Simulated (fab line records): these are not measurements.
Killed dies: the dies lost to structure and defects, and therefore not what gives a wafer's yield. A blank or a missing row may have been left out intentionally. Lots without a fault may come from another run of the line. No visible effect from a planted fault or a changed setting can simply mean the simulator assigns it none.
fab line records    flow n5Finfet
record lots=7  wafers=39
route steps=1938 shown BEOL_M13@1659 PASSIVATION@1930
startH: hours from the record's opening day to when the first of the lot's shown wafers began    waitH: hours elapsed since this lot's preceding step    " as in the row above    L1.1+2: a single row standing in for several wafers    - no value, or no start given    * or withheld: withheld    < > ~ a bound
route shown NAME@n: names a module that has steps shown in the file, with the first one's number in the route    usual: mean/standard deviation taken from wafers without a fault    same: alike in all rows    chamber/n: place in a boat    sites: per-site readings    _std_site: how widely they spread, as a standard deviation    _edge_site: mean of outer sites minus mean of inner sites    radiusMm: how far each site lies from the wafer's centre    mask NAME#n: copy n    behind: the most recent tool/chamber to have shaped the wafer    hold: cause of the lot's hold/its duration in hours/its outcome    device: the n, p or np transistor that did not switch    end of line: tests run on the same wafers once the route is complete    a step with no rows: only its recipe    killed: at the first sort, the dies lost to defects and structure; wafer yield is something else    map: a wafer's dies, marking killed ones x, the rest . and places with no die _
set.NAME: setting as actually run; set.NAME@STEP: the setting as run at that earlier step    model.NAME: the simulator's own value behind a step, which no gauge read
lots run with intentionally changed settings; tables by step, rows by wafer
## steps
# step N5_BEOL_M13_ILD_DEP_00
# recipe material=SiOC  targetThkA=8379.2  tempC=350  precursor=DEMS/O2  pressureTorr=5  rfW=500  timeS=166.4
lot.wafer  tool      chamber  startH  waitH  set.timeS  model.SiOC_of_BEOL_M13_ILD_DEP_00.thkNm
L076.1     pecvd-04  1        236.08  0.0    192.6      960.6
L076.2     "         0        "       "      166.4      827.8
L076.3     "         2        "       "      166.4      823.2
L076.4     "         2        "       "      192.6      959.6
L076.5     "         1        "       "      166.4      844
L076.6     "         0        "       "      192.6      985.2
L084.1     pecvd-04  0        293.05  0.0    166.4      841.4
L084.2     "         1        "       "      263.4      1309
L084.3     "         2        "       "      166.4      829.8
L084.4     "         1        "       "      166.4      843.8
L084.5     "         0        "       "      263.4      1341
L084.6     "         2        "       "      263.4      1334
L085.1     pecvd-04  1        308.84  0.0    166.4      832.4
L085.2     "         0        "       "      115.6      577.2
L085.3     "         2        "       "      115.6      564.2
L085.4     "         1        "       "      115.6      579.4
L085.5     "         2        "       "      166.4      831.8
L085.6     "         0        "       "      166.4      833.6
L089.1     pecvd-03  1        324.39  0.0    166.4      824
L089.3     "         2        "       "      166.4      821.6
L089.6     "         1        "       "      166.4      838.8
L088.1     pecvd-02  2        339.33  0.0    263.8      1321
L088.2     "         1        "       "      166.4      827
L088.3     "         0        "       "      263.8      1325
L088.4     "         2        "       "      263.8      1348
L088.5     "         0        "       "      166.4      857
L088.6     "         1        "       "      166.4      828.8
L090.1     pecvd-03  0        342.53  0.0    212.8      1063
L090.2     "         2        "       "      212.8      1052
L090.3     "         2        "       "      212.8      1066
L090.4     "         0        "       "      166.4      854
L090.5     "         2        "       "      166.4      826
L090.6     "         0        "       "      166.4      854.2
L092.1     pecvd-04  2        346.22  0.0    166.4      837.6
L092.2     "         1        "       "      86.27      441
L092.3     "         0        "       "      86.27      439.8
L092.4     "         2        "       "      86.27      444
L092.5     "         0        "       "      166.4      852.6
L092.6     "         1        "       "      166.4      845
# step N5_BEOL_M13_THK_MEAS_01
# recipe reads=SiOC_of_BEOL_M13_ILD_DEP_00
# usual M13_ILD_THK=839/11
lot.wafer  tool          chamber  startH  waitH  set.timeS@BEOL_M13_ILD_DEP_00  M13_ILD_THK[nm]
L076.1     filmMetro-02  -        236.23  0.1    192.6                          960
L076.2     "             -        "       "      166.4                          828
L076.3     "             -        "       "      166.4                          823
L076.4     "             -        "       "      192.6                          960
L076.5     "             -        "       "      166.4                          844
L076.6     "             -        "       "      192.6                          985
L084.1     filmMetro-01  -        293.20  0.1    166.4                          842
L084.2     "             -        "       "      263.4                          1308
L084.3     "             -        "       "      166.4                          831
L084.4     "             -        "       "      166.4                          844
L084.5     "             -        "       "      263.4                          1340
L084.6     "             -        "       "      263.4                          1334
L085.1     filmMetro-01  -        308.99  0.1    166.4                          832
L085.2     "             -        "       "      115.6                          577
L085.3     "             -        "       "      115.6                          564
L085.4     "             -        "       "      115.6                          579
L085.5     "             -        "       "      166.4                          832
L085.6     "             -        "       "      166.4                          834
L089.1     filmMetro-01  -        324.54  0.1    166.4                          824
L089.3     "             -        "       "      166.4                          822
L089.6     "             -        "       "      166.4                          838
L088.1     filmMetro-01  -        339.48  0.1    263.8                          1321
L088.2     "             -        "       "      166.4                          827
L088.3     "             -        "       "      263.8                          1324
L088.4     "             -        "       "      263.8                          1348
L088.5     "             -        "       "      166.4                          857
L088.6     "             -        "       "      166.4                          829
L090.1     filmMetro-02  -        342.74  0.2    212.8                          1063
L090.2     "             -        "       "      212.8                          1052
L090.3     "             -        "       "      212.8                          1066
L090.4     "             -        "       "      166.4                          854
L090.5     "             -        "       "      166.4                          825
L090.6     "             -        "       "      166.4                          855
L092.1     filmMetro-02  -        346.37  0.1    166.4                          838
L092.2     "             -        "       "      86.27                          441
L092.3     "             -        "       "      86.27                          440
L092.4     "             -        "       "      86.27                          444
L092.5     "             -        "       "      166.4                          853
L092.6     "             -        "       "      166.4                          844
# step N5_BEOL_M13_COAT_58
# recipe resist=BARC  tempC=205  timeS=60  spinRpm=1500  resistThkNm=89
# step N5_BEOL_M13_COAT_04
# recipe spinRpm=1625  resistThkNm=400
# step N5_BEOL_M13_DESCUM_15
# recipe chemistry=O2  timeS=7.9  sourcePowerW=50  biasPowerW=20  pressureMtorr=20  rfFrequencyHz=2.712e+07  tempC=40  o2FlowSccm=225
# step N5_BEOL_M13_ETCH_59
# recipe chemistry=N2/H2  target=BARC  targetDepthA=890  overetchA=267  timeS=67.9  ionEnergyEv=200  pressureMtorr=30  sourceW=840  biasW=150  n2FlowSccm=200  h2FlowSccm=200
# step N5_BEOL_M13_VIA_ETCH_16
# recipe chemistry=C4F8/O2/Ar  target=SiOC  pressureMtorr=30  sourceW=3000  biasW=700  Ar_flow_sccm=400  C4F8_flow_sccm=15  O2_flow_sccm=8  heInnerTorr=15  heOuterTorr=30  targetDepthA=9217  timeS=withheld  ionEnergyEv=250  ends=cleared
lot.wafer  tool        chamber  startH  waitH  set.timeS@BEOL_M13_ILD_DEP_00  model.BARC_of_BEOL_M13_COAT_58.thkNm  model.etch.depthNm  model.coat_of_BEOL_M13_COAT_04.thkNm
L076.1     rieDiel-02  3        236.71  0.0    *                              89                                    960.6               37.6
L076.2     "           1        "       "      *                              89                                    827.8               73
L076.3     "           2        "       "      *                              89                                    823.2               77.8
L076.4     "           1        "       "      *                              89                                    959.5               34.8
L076.5     "           3        "       "      *                              89                                    844                 70.4
L076.6     "           2        "       "      *                              88.8                                  985.1               30.2
L084.1     rieDiel-02  3        293.80  0.0    *                              89                                    841.5               68.6
L084.2     "           0        "       "      *                              16.6                                  1309                0
L084.3     "           1        "       "      *                              89.4                                  829.9               70
L084.4     "           2        "       "      *                              89.4                                  843.7               68.8
L084.5     "           2        "       "      *                              8.4                                   1341                0
L084.6     "           1        "       "      *                              9.2                                   1334                0
L085.1     rieDiel-02  3        309.47  0.0    *                              89.2                                  832.4               74
L085.2     "           2        "       "      *                              89.2                                  577.3               148.6
L085.3     "           1        "       "      *                              88.8                                  564.1               150.6
L085.4     "           0        "       "      *                              89.2                                  579.4               145.4
L085.5     "           0        "       "      *                              89                                    831.9               71
L085.6     "           1        "       "      *                              89                                    833.6               71.2
L089.1     rieDiel-06  2        325.02  0.0    *                              88.8                                  823.9               72.2
L089.3     "           1        "       "      *                              89.4                                  821.7               75.2
L089.6     "           0        "       "      *                              89.2                                  838.8               68.4
L088.1     rieDiel-01  3        339.96  0.0    *                              16.6                                  1321                0
L088.2     "           2        "       "      *                              88.8                                  827                 72
L088.3     "           1        "       "      *                              11.2                                  1325                0
L088.4     "           0        "       "      *                              4.6                                   1348                0
L088.5     "           3        "       "      *                              89.4                                  857                 65.2
L088.6     "           2        "       "      *                              89.4                                  828.9               71.4
L090.1     rieDiel-06  0        343.26  0.1    *                              89.4                                  1063                4.6
L090.2     "           2        "       "      *                              89.2                                  1052                7
L090.3     "           2        "       "      *                              89.4                                  1066                3.4
L090.4     "           0        "       "      *                              89.4                                  853.9               66
L090.5     "           2        "       "      *                              89.2                                  826.1               74.6
L090.6     "           0        "       "      *                              89                                    854.2               65.4
L092.1     rieDiel-02  2        346.85  0.0    *                              89.6                                  837.5               71.8
L092.2     "           0        "       "      *                              89.2                                  441                 186.2
L092.3     "           3        "       "      *                              89.4                                  439.9               189.2
L092.4     "           1        "       "      *                              89.6                                  444                 185.4
L092.5     "           3        "       "      *                              89.6                                  852.7               66.8
L092.6     "           2        "       "      *                              89.4                                  845                 69.6
# step N5_BEOL_M13_STRIP_63
# recipe chemistry=N2/H2  powerW=1000  tempC=250  h2Frac=0.65  overashFraction=0.3  pressureMtorr=1000  n2FlowSccm=1750  h2FlowSccm=3250
# usual oesProductAu=0.674/0.0049  stripTimeToEndpointS=27.8/1.1
lot.wafer  tool            chamber  startH  waitH  set.timeS@BEOL_M13_ILD_DEP_00  oesProductAu  stripTimeToEndpointS
L076.1     plasmaAsher-02  0        236.95  -      192.6                          0.647         17.6
L076.2     "               1        "       "      166.4                          0.674         28.5
L076.3     "               0        "       "      166.4                          0.681         30.0
L076.4     "               1        "       "      192.6                          0.646         16.7
L076.5     "               0        "       "      166.4                          0.679         27.8
L076.6     "               1        "       "      192.6                          0.642         15.2
L084.1     plasmaAsher-02  1        294.06  -      166.4                          0.671         27.2
L084.2     "               0        "       "      263.4                          0.239         0.0
L084.3     "               0        "       "      166.4                          0.683         27.7
L084.4     "               1        "       "      166.4                          0.679         27.3
L084.5     "               0        "       "      263.4                          0.222         0.0
L084.6     "               1        "       "      263.4                          0.234         0.0
L085.1     plasmaAsher-02  0        309.71  -      166.4                          0.674         28.8
L085.2     "               1        "       "      115.6                          0.701         49.3
L085.3     "               0        "       "      115.6                          0.702         49.8
L085.4     "               1        "       "      115.6                          0.704         48.4
L085.5     "               0        "       "      166.4                          0.674         28.0
L085.6     "               1        "       "      166.4                          0.676         28.0
L089.1     plasmaAsher-02  1        325.25  -      166.4                          0.678         28.3
L089.3     "               0        "       "      166.4                          0.669         29.2
L089.6     "               0        "       "      166.4                          0.673         27.2
L088.1     plasmaAsher-02  0        340.20  -      263.8                          0.237         0.0
L088.2     "               1        "       "      166.4                          0.670         28.2
L088.3     "               1        "       "      263.8                          0.223         0.1
L088.4     "               0        "       "      263.8                          0.220         0.0
L088.5     "               1        "       "      166.4                          0.669         26.2
L088.6     "               0        "       "      166.4                          0.674         28.1
L090.1     plasmaAsher-02  1        343.71  -      212.8                          0.317         5.3
L090.2     "               0        "       "      212.8                          0.362         6.4
L090.3     "               0        "       "      212.8                          0.302         4.7
L090.4     "               1        "       "      166.4                          0.666         26.5
L090.5     "               0        "       "      166.4                          0.683         29.0
L090.6     "               1        "       "      166.4                          0.666         26.3
L092.1     plasmaAsher-02  0        347.08  -      166.4                          0.673         28.2
L092.2     "               1        "       "      86.27                          0.744         59.1
L092.3     "               1        "       "      86.27                          0.757         59.8
L092.4     "               0        "       "      86.27                          0.740         58.9
L092.5     "               1        "       "      166.4                          0.668         26.7
L092.6     "               0        "       "      166.4                          0.670         27.5
# step N5_BEOL_M13_STRIP_64
# recipe chemistry=N2/H2  powerW=1000  tempC=250  h2Frac=0.65  overashFraction=0.3  pressureMtorr=withheld  n2FlowSccm=1750  h2FlowSccm=3250
# usual stripTimeToEndpointS=31.36/0.075
lot.wafer  tool            chamber  startH  waitH  set.timeS@BEOL_M13_ILD_DEP_00  stripTimeToEndpointS
L076.1     plasmaAsher-02  0        237.01  0.0    192.6                          31.32
L076.2     "               1        "       "      166.4                          31.28
L076.3     "               0        "       "      166.4                          31.28
L076.4     "               1        "       "      192.6                          31.35
L076.5     "               0        "       "      166.4                          31.33
L076.6     "               1        "       "      192.6                          31.27
L084.1     plasmaAsher-02  1        294.12  0.0    166.4                          31.35
L084.2     "               0        "       "      263.4                          10.20
L084.3     "               0        "       "      166.4                          31.46
L084.4     "               1        "       "      166.4                          31.44
L084.5     "               0        "       "      263.4                          6.95
L084.6     "               1        "       "      263.4                          7.27
L085.1     plasmaAsher-02  0        309.77  0.0    166.4                          31.36
L085.2     "               1        "       "      115.6                          31.37
L085.3     "               0        "       "      115.6                          31.28
L085.4     "               1        "       "      115.6                          31.35
L085.5     "               0        "       "      166.4                          31.32
L085.6     "               1        "       "      166.4                          31.30
L089.1     plasmaAsher-02  1        325.31  0.0    166.4                          31.26
L089.3     "               0        "       "      166.4                          31.43
L089.6     "               0        "       "      166.4                          31.33
L088.1     plasmaAsher-02  0        340.26  0.0    263.8                          10.24
L088.2     "               1        "       "      166.4                          31.27
L088.3     "               1        "       "      263.8                          8.07
L088.4     "               0        "       "      263.8                          5.28
L088.5     "               1        "       "      166.4                          31.39
L088.6     "               0        "       "      166.4                          31.39
L090.1     plasmaAsher-02  1        343.77  0.0    212.8                          31.42
L090.2     "               0        "       "      212.8                          31.36
L090.3     "               0        "       "      212.8                          31.43
L090.4     "               1        "       "      166.4                          31.40
L090.5     "               0        "       "      166.4                          31.36
L090.6     "               1        "       "      166.4                          31.30
L092.1     plasmaAsher-02  0        347.14  0.0    166.4                          31.49
L092.2     "               1        "       "      86.27                          31.41
L092.3     "               1        "       "      86.27                          31.41
L092.4     "               0        "       "      86.27                          31.49
L092.5     "               1        "       "      166.4                          31.45
L092.6     "               0        "       "      166.4                          31.41
# step N5_PASSIVATION_ETCH_54
# recipe chemistry=CHF3/O2  target=SiO2  targetDepthA=8800  CHF3_flow_sccm=50  O2_flow_sccm=5  Ar_flow_sccm=200  timeS=440  maskMaterial=PR  pressureMtorr=30  sourceW=650  biasW=170  ionEnergyEv=200
lot.wafer  tool        chamber  startH  waitH  set.timeS  model.etch.depthNm  model.PASSIVATION.featureDepthNm
L076.1     rieDiel-05  0        267.73  0.1    588.9      1186                1186
L076.2     "           3        "       "      588.9      1118                1118
L076.3     "           1        "       "      440        845                 845
L076.4     "           2        "       "      440        884.9               884.8
L076.5     "           2        "       "      440        883.9               883.8
L076.6     "           3        "       "      588.9      1122                1122
L084.1     rieDiel-05  0        326.34  0.1    653.3      1340                1340
L084.2     "           1        "       "      653.3      1264                1264
L084.3     "           2        "       "      440        909.7               909.8
L084.4     "           3        "       "      440        860.2               860.2
L084.5     "           0        "       "      653.3      1326                1326
L084.6     "           3        "       "      440        875.5               875.4
L085.1     rieDiel-05  3        340.70  0.1    440        861.3               861.2
L085.2+4   "           0        "       "      265.9      535                 535
L085.3     "           2        "       "      440        891.6               891.6
L085.5     "           2        "       "      440        895.1               895
L085.6     "           3        "       "      265.9      515.5               515.6
L089.1     rieDiel-03  3        356.05  0.1    440        888.1               888
L089.3     "           1        "       "      440        898.7               898.8
L089.6     "           3        "       "      440        888.2               888.2
L088.1     rieDiel-04  3        366.55  0.1    590.5      1173                1173
L088.2     "           0        "       "      440        887.9               887.8
L088.3     "           1        "       "      590.5      1193                1193
L088.4     "           2        "       "      440        894.6               894.6
L088.5     "           1        "       "      440        889.5               889.6
L088.6     "           0        "       "      590.5      1186                1186
L090.1     rieDiel-04  3        371.97  0.1    440        860.6               860.6
L090.2     "           0        "       "      440        879.9               879.8
L090.3     "           2        "       "      440        891.5               891.6
L090.4     "           1        "       "      440        885                 885
L090.5     "           1        "       "      440        884.7               884.6
L090.6     "           2        "       "      440        891.1               891
L092.1     rieDiel-03  2        376.07  0.1    440        892.4               892.4
L092.2     "           1        "       "      292.6      595.1               595
L092.3     "           3        "       "      292.6      597.4               597.4
L092.4     "           2        "       "      440        898.3               898.2
L092.5     "           1        "       "      292.6      599.1               599.2
L092.6     "           3        "       "      440        892.3               892.2
## key
split step=N5_BEOL_M13_ILD_DEP_00  setting=timeS  stated=166.4  by=wafer
response step=N5_BEOL_M13_ILD_DEP_00  reading=model.SiOC_of_BEOL_M13_ILD_DEP_00.thkNm  change=+8.37  per=1%  r=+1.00
response step=N5_BEOL_M13_THK_MEAS_01  reading=M13_ILD_THK  change=+8.36  per=1%  r=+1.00
response step=N5_BEOL_M13_VIA_ETCH_16  reading=model.BARC_of_BEOL_M13_COAT_58.thkNm  shape=bent  atLowest=89.4  atStated=89.2  atHighest=10.8
response step=N5_BEOL_M13_VIA_ETCH_16  reading=model.etch.depthNm  change=+8.37  per=1%  r=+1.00
response step=N5_BEOL_M13_VIA_ETCH_16  reading=model.coat_of_BEOL_M13_COAT_04.thkNm  change=-1.66  per=1%  r=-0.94
response step=N5_BEOL_M13_STRIP_63  reading=oesProductAu  shape=bent  atLowest=0.747  atStated=0.674  atHighest=0.227
response step=N5_BEOL_M13_STRIP_63  reading=stripTimeToEndpointS  shape=bent  atLowest=*  atStated=*  atHighest=*
response step=N5_BEOL_M13_STRIP_64  reading=stripTimeToEndpointS  shape=bent  atLowest=*  atStated=*  atHighest=*
split step=N5_PASSIVATION_ETCH_54  setting=timeS  stated=440  by=wafer
response step=N5_PASSIVATION_ETCH_54  reading=model.etch.depthNm  change=+8.69  per=1%  r=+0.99
response step=N5_PASSIVATION_ETCH_54  reading=model.PASSIVATION.featureDepthNm  change=+8.69  per=1%  r=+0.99
